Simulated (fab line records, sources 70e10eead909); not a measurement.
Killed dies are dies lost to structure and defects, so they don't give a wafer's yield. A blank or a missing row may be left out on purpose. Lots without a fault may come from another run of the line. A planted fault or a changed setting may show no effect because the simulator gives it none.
fab line records | flow nand_harc
record lots=5 wafers=15 last_day=24
route steps=1159 shown A_STAIRCASE@600
lots that met no fault: from a run of the same line without faults
start_h: hours from the record's first day to the start of the lot's first wafer shown | wait_h: hours since the lot's step before | " the same as in the row above | L1.1+2: a row that stands for several wafers | - no value, or no start given | * or withheld: withheld | < > ~ a bound
route shown NAME@n: a module of which the file shows steps, and the number in the route of the first | usual: mean/standard deviation of fault-free wafers | same: alike in all rows | chamber/n: place in a boat | sites: the reading at each site | _std_site: their standard deviation | _edge_site: outer sites' mean less inner sites' | radius_mm: how far each site lies from the wafer's centre | mask NAME#n: copy n | behind: the tool/chamber that last shaped the wafer | hold: why the lot was held/for how many hours/how that ended | device: the transistor (n, p or np) that didn't switch | end of line: the same wafers' tests at the end of the route | a step without rows: its recipe alone | killed: dies lost to structure and defects at the first sort, not the wafer's yield | map: a wafer's dies, x killed, . not, _ none there
set.NAME: the setting as run; set.NAME@STEP: as run at that earlier step | model.NAME: the simulator's own value behind a step, which no gauge read
lots at some steps of the route; a table a step, a row a wafer
services: from which hour (start_h, from the record's first day; less than 0 if before it) a tool's chamber was out of use, for how many hours, and why
## steps
# step NHARC_A_STAIRCASE_STRIP_206
# recipe time_s=900 temp_c=130 chemistry=SPM
# columns lot.wafer tool chamber start_h wait_h
L076.1+6+5 wet_bench-05 1,3,5 251.15 0.3
L080.6+2+3 wet_bench-04 5,6,0 280.35 0.1
L085.5+3+1 wet_bench-04 1,2,4 328.26 0.1
L091.3+2+4 wet_bench-04 7,1,2 337.17 0.2
L092.6+1+5 wet_bench-02 3,4,6 345.67 0.1
# step NHARC_A_STAIRCASE_PRECLEAN_207
# recipe time_s=* temp_c=50 bath_age_min=0 chemistry=SC1
# columns lot.wafer tool chamber start_h wait_h
L076.1+6+5 wet_bench-05 1,3,5 - -
L080.6+2+3 wet_bench-04 5,6,0 - -
L085.5+3+1 wet_bench-04 1,2,4 - -
L091.3+2+4 wet_bench-04 7,1,2 - -
L092.6+1+5 wet_bench-02 3,4,6 - -
# step NHARC_A_STAIRCASE_SRD_208
# columns lot.wafer tool chamber start_h wait_h
L076.1+6+5 wet_bench-05 1,3,5 - -
L080.6+2+3 wet_bench-04 5,6,0 - -
L085.5+3+1 wet_bench-04 1,2,4 - -
L091.3+2+4 wet_bench-04 7,1,2 - -
L092.6+1+5 wet_bench-02 3,4,6 - -
# step NHARC_A_STAIRCASE_DEHYDRATE_209
# recipe temp_c=150 time_s=120
# usual resist_line_temp_C=22.99/0.096
# columns lot.wafer tool chamber start_h wait_h resist_line_temp_C
L076.1 litho_track-03 0 251.62 - 23.16
L076.5 " 0 " " 23.17
L076.6 " 0 " " 23.22
L080.2 litho_track-07 0 280.80 - 22.98
L080.3 " 0 " " 23.11
L080.6 " 0 " " 22.96
L085.1 litho_track-07 0 328.71 - 22.97
L085.3 " 0 " " 22.87
L085.5 " 0 " " 22.83
L091.2 litho_track-07 0 337.63 - 23.05
L091.3 " 0 " " 23.08
L091.4 " 0 " " 23.01
L092.1 litho_track-03 0 346.12 - 22.96
L092.5 " 0 " " 23.06
L092.6 " 0 " " 22.95
# step NHARC_A_STAIRCASE_HMDS_210
# recipe time_s=30
# usual resist_line_temp_C=23.01/0.11
# columns lot.wafer tool chamber start_h wait_h resist_line_temp_C
L076.1 litho_track-03 0 - - 22.84
L076.5 " 0 " " 22.89
L076.6 " 0 " " 23.08
L080.2 litho_track-07 0 - - 23.13
L080.3 " 0 " " 22.91
L080.6 " 0 " " 22.96
L085.1 litho_track-07 0 - - 23.13
L085.3 " 0 " " 23.04
L085.5 " 0 " " 22.96
L091.2 litho_track-07 0 - - 23.03
L091.3 " 0 " " 23.00
L091.4 " 0 " " 22.98
L092.1 litho_track-03 0 - - 22.86
L092.5 " 0 " " 23.17
L092.6 " 0 " " 22.99
# step NHARC_A_STAIRCASE_COAT_211
# recipe spin_rpm=1200
# usual resist_line_temp_C=22.97/0.12
# columns lot.wafer tool chamber start_h wait_h resist_line_temp_C
L076.1 litho_track-03 0 - - 22.74
L076.5 " 0 " " 22.86
L076.6 " 0 " " 22.85
L080.2 litho_track-07 0 - - 23.11
L080.3 " 0 " " 23.33
L080.6 " 0 " " 23.12
L085.1 litho_track-07 0 - - 22.84
L085.3 " 0 " " 23.06
L085.5 " 0 " " 22.99
L091.2 litho_track-07 0 - - 23.12
L091.3 " 0 " " 23.11
L091.4 " 0 " " 22.94
L092.1 litho_track-03 0 - - 23.04
L092.5 " 0 " " 23.01
L092.6 " 0 " " 22.93
# step NHARC_A_STAIRCASE_SOFTBAKE_212
# recipe temp_c=135 time_s=170
# usual resist_line_temp_C=23.01/0.13
# columns lot.wafer tool chamber start_h wait_h resist_line_temp_C
L076.1 litho_track-03 0 - - 22.99
L076.5 " 0 " " 22.94
L076.6 " 0 " " 22.96
L080.2 litho_track-07 0 - - 22.88
L080.3 " 0 " " 22.94
L080.6 " 0 " " 22.92
L085.1 litho_track-07 0 - - 23.01
L085.3 " 0 " " 23.05
L085.5 " 0 " " 23.11
L091.2 litho_track-07 0 - - 23.13
L091.3 " 0 " " 22.98
L091.4 " 0 " " 23.07
L092.1 litho_track-03 0 - - 22.92
L092.5 " 0 " " 23.15
L092.6 " 0 " " 23.23
# step NHARC_A_STAIRCASE_EBR_213
# usual resist_line_temp_C=22.99/0.11
# columns lot.wafer tool chamber start_h wait_h resist_line_temp_C
L076.1 litho_track-03 0 - - 23.10
L076.5 " 0 " " 22.97
L076.6 " 0 " " 22.86
L080.2 litho_track-07 0 - - 23.03
L080.3 " 0 " " 22.99
L080.6 " 0 " " 23.01
L085.1 litho_track-07 0 - - 23.24
L085.3 " 0 " " 23.03
L085.5 " 0 " " 23.24
L091.2 litho_track-07 0 - - 22.96
L091.3 " 0 " " 23.05
L091.4 " 0 " " 23.06
L092.1 litho_track-03 0 - - 23.04
L092.5 " 0 " " 23.07
L092.6 " 0 " " 22.84
# step NHARC_A_STAIRCASE_EXPOSE_214
# recipe na=0.5 dose_mj=31.26 mask_id=STAIR_3
# columns lot.wafer tool chamber start_h wait_h mask
L076.1+5+6 krf_scanner-03 0 251.95 - STAIR_3#0
L080.2+3+6 krf_scanner-02 0 281.13 - STAIR_3#0
L085.1+3+5 krf_scanner-02 0 329.04 - STAIR_3#0
L091.2+3+4 krf_scanner-03 0 337.97 - STAIR_3#0
L092.1+5+6 krf_scanner-01 0 346.45 - STAIR_3#0
# step NHARC_A_STAIRCASE_PEB_215
# recipe peb_temp_c=115 peb_time_s=130
# usual resist_line_temp_C=22.99/0.11
# columns lot.wafer tool chamber start_h wait_h resist_line_temp_C
L076.1 litho_track-05 0 252.01 0.1 23.02
L076.5 " 0 " " 23.12
L076.6 " 0 " " 23.20
L080.2 litho_track-05 0 281.19 0.1 22.97
L080.3 " 0 " " 23.05
L080.6 " 0 " " 22.85
L085.1 litho_track-05 0 329.11 0.1 22.84
L085.3 " 0 " " 23.06
L085.5 " 0 " " 22.89
L091.2 litho_track-07 0 338.04 0.1 23.06
L091.3 " 0 " " 23.01
L091.4 " 0 " " 22.95
L092.1 litho_track-03 0 346.52 0.1 23.05
L092.5 " 0 " " 23.02
L092.6 " 0 " " 23.01
# step NHARC_A_STAIRCASE_DEVELOP_216
# recipe time_s=140
# usual resist_line_temp_C=22.99/0.12
# columns lot.wafer tool chamber start_h wait_h resist_line_temp_C
L076.1 litho_track-05 0 - - 23.07
L076.5 " 0 " " 23.09
L076.6 " 0 " " 23.07
L080.2 litho_track-05 0 - - 23.10
L080.3 " 0 " " 22.98
L080.6 " 0 " " 23.06
L085.1 litho_track-05 0 - - 23.00
L085.3 " 0 " " 23.07
L085.5 " 0 " " 22.91
L091.2 litho_track-07 0 - - 22.83
L091.3 " 0 " " 22.96
L091.4 " 0 " " 23.04
L092.1 litho_track-03 0 - - 23.10
L092.5 " 0 " " 23.19
L092.6 " 0 " " 23.05
# step NHARC_A_STAIRCASE_HARDBAKE_218
# recipe temp_c=120 time_s=140
# usual resist_line_temp_C=23.00/0.11
# columns lot.wafer tool chamber start_h wait_h resist_line_temp_C
L076.1 litho_track-07 0 252.23 - 23.11
L076.5 " 0 " " 23.06
L076.6 " 0 " " 22.89
L080.2 litho_track-05 0 281.42 - 23.22
L080.3 " 0 " " 23.08
L080.6 " 0 " " 23.02
L085.1 litho_track-05 0 329.32 - 22.72
L085.3 " 0 " " 23.06
L085.5 " 0 " " 22.90
L091.2 litho_track-05 0 338.26 - 23.06
L091.3 " 0 " " 22.94
L091.4 " 0 " " 23.06
L092.1 litho_track-07 0 346.74 - 22.88
L092.5 " 0 " " 23.10
L092.6 " 0 " " 22.99
# step NHARC_A_STAIRCASE_DESCUM_219
# recipe time_s=3 o2_flow_sccm=200 ar_flow_sccm=0 bias_power_w=0 chemistry=O2
# usual drypump_motor_current_A=5.8/0.47 oes_product_au=0.998/0.0075 rf_vpp_V=57.7/0.88 showerhead_plenum_p_Torr=1.90/0.08 throttle_valve_pct=11.310/0.008
# columns lot.wafer tool chamber start_h wait_h drypump_motor_current_A oes_product_au rf_hours_counter_h rf_vpp_V showerhead_plenum_p_Torr throttle_valve_pct
L076.1 rie_diel-08 0 252.35 - 5.6 1.021 45 57.4 1.96 11.322
L076.5 " 1 " " 5.7 1.007 - 55.8 1.86 11.318
L076.6 " 2 " " 6.3 1.000 - 57.3 2.02 11.318
L080.2 rie_diel-01 1 281.51 - 5.1 0.997 49 58.1 2.01 11.293
L080.3 " 3 " " 5.7 0.997 48 58.9 1.93 11.318
L080.6 " 2 " " 6.2 0.994 - 58.7 1.88 11.308
L085.3 rie_diel-13 3 329.42 - 5.3 1.001 17 58.4 1.77 11.303
L085.1 " 0 " " 5.4 1.003 14 58.8 1.84 11.313
L085.5 " 2 " " 6.3 1.013 - 57.2 1.86 11.309
L091.3 rie_diel-13 3 338.46 - 5.4 0.997 21 59.3 1.77 11.301
L091.4 " 0 " " 5.4 0.995 19 57.3 1.84 11.321
L091.2 " 2 " " 6.3 1.005 22 58.3 1.86 11.314
L092.1 rie_diel-08 0 346.85 - 5.6 1.006 16 57.7 1.94 11.316
L092.6 " 1 " " 5.7 1.000 - 57.9 1.85 11.308
L092.5 " 2 " " 6.3 1.006 - 58.5 2.01 11.307
# step NHARC_A_STAIRCASE_TRIM_220
# recipe time_s=211.2 o2_flow_sccm=500 ar_flow_sccm=0 bias_w=0 chemistry=O2
# usual drypump_motor_current_A=5.8/0.49 oes_product_au=1.000/0.0073 rf_vpp_V=57.8/0.89 showerhead_plenum_p_Torr=3.50/0.14 throttle_valve_pct=17.037/0.0097
# columns lot.wafer tool chamber start_h wait_h drypump_motor_current_A oes_product_au rf_hours_counter_h rf_vpp_V showerhead_plenum_p_Torr throttle_valve_pct
L076.1 rie_diel-08 2 252.44 0.1 6.3 1.005 50 58.3 3.72 17.043
L076.5 " 0 " " 5.6 1.014 - 58.3 3.60 17.026
L076.6 " 1 " " 5.7 0.998 - 57.8 3.44 17.042
L080.3 rie_diel-01 1 281.60 0.1 5.1 0.984 49 58.4 3.70 17.036
L080.2 " 3 " " 5.7 0.999 48 57.4 3.55 17.059
L080.6 " 1 " " 5.1 0.990 - 58.1 3.70 17.038
L085.1 rie_diel-13 1 329.53 0.1 6.5 0.996 15 55.5 3.29 17.036
L085.3 " 2 " " 6.3 0.994 17 57.6 3.44 17.058
L085.5 " 0 " " 5.4 1.001 - 58.7 3.40 17.036
L091.4 rie_diel-13 0 338.62 0.1 5.4 0.999 20 57.5 3.40 17.031
L091.3 " 1 " " 6.5 1.006 20 57.0 3.28 17.026
L091.2 " 3 " " 5.4 1.001 21 56.4 3.28 17.054
L092.1 rie_diel-08 3 346.91 0.1 5.0 0.997 10 58.3 3.36 17.025
L092.6 " 3 " " 5.0 0.997 - 57.5 3.36 17.038
L092.5 " 0 " " 5.6 0.998 - 57.5 3.58 17.025
# step NHARC_A_STAIRCASE_ETCH_221
# recipe target_depth_a=1000 time_s=40.5 ion_energy_ev=400 c4f8_flow_sccm=20 o2_flow_sccm=10 ar_flow_sccm=withheld rf_w=600 bias_w=1000 chemistry=C4F8/O2
# usual oes_product_au=0.937/0.015 rf_vpp_V=895/5.1
# columns lot.wafer tool chamber start_h wait_h oes_product_au rf_hours_counter_h rf_vpp_V
L076.1 rie_diel-08 2 - - 0.969 50 902
L076.6 " 1 " " 0.960 - 893
L076.5 " 2 " " 0.949 - 902
L080.2 rie_diel-01 0 - - 0.917 47 899
L080.3 " 2 " " 0.922 48 894
L080.6 " 0 " " 0.923 - 899
L085.3 rie_diel-13 2 - - 0.937 18 893
L085.1 " 0 " " 0.937 15 892
L085.5 " 1 " " 0.943 - 886
L091.3 rie_diel-13 1 - - 0.926 20 886
L091.4 " 2 " " 0.931 22 894
L091.2 " 0 " " 0.927 20 891
L092.1 rie_diel-08 0 - - 0.956 16 899
L092.6 " 0 " " 0.969 - 897
L092.5 " 1 " " 0.949 - 892
## services
# columns tool chamber start_h hours kind
rie_diel-08 3 228.24 2.2 repair
rie_diel-13 0 230.92 - clean
rie_diel-13 1 230.92 - clean
rie_diel-13 2 230.92 - clean
rie_diel-13 3 230.92 - clean
rie_diel-08 0 233.25 - clean
rie_diel-08 1 233.25 - clean
rie_diel-08 2 233.25 - clean
rie_diel-01 - 233.41 0.3 repair
litho_track-05 - 237.00 7.0 pm
rie_diel-01 3 255.91 4.9 repair
krf_scanner-01 - 256.00 4.0 pm
rie_diel-13 2 260.54 17.9 repair
rie_diel-13 - 276.21 9.0 pm
rie_diel-08 - 302.16 9.0 pm
krf_scanner-02 - 309.22 5.6 repair
rie_diel-01 - 314.85 9.0 pm
krf_scanner-03 - 326.10 0.9 repair
litho_track-03 - 334.79 - consumable_replace:filter
rie_diel-01 1 335.90 1.4 repair
krf_scanner-01 - 336.87 1.6 repair
wet_bench-04 - 339.21 8.0 pm
krf_scanner-03 - 340.00 4.0 pm
krf_scanner-02 - 343.70 0.2 repair
## key
fault none
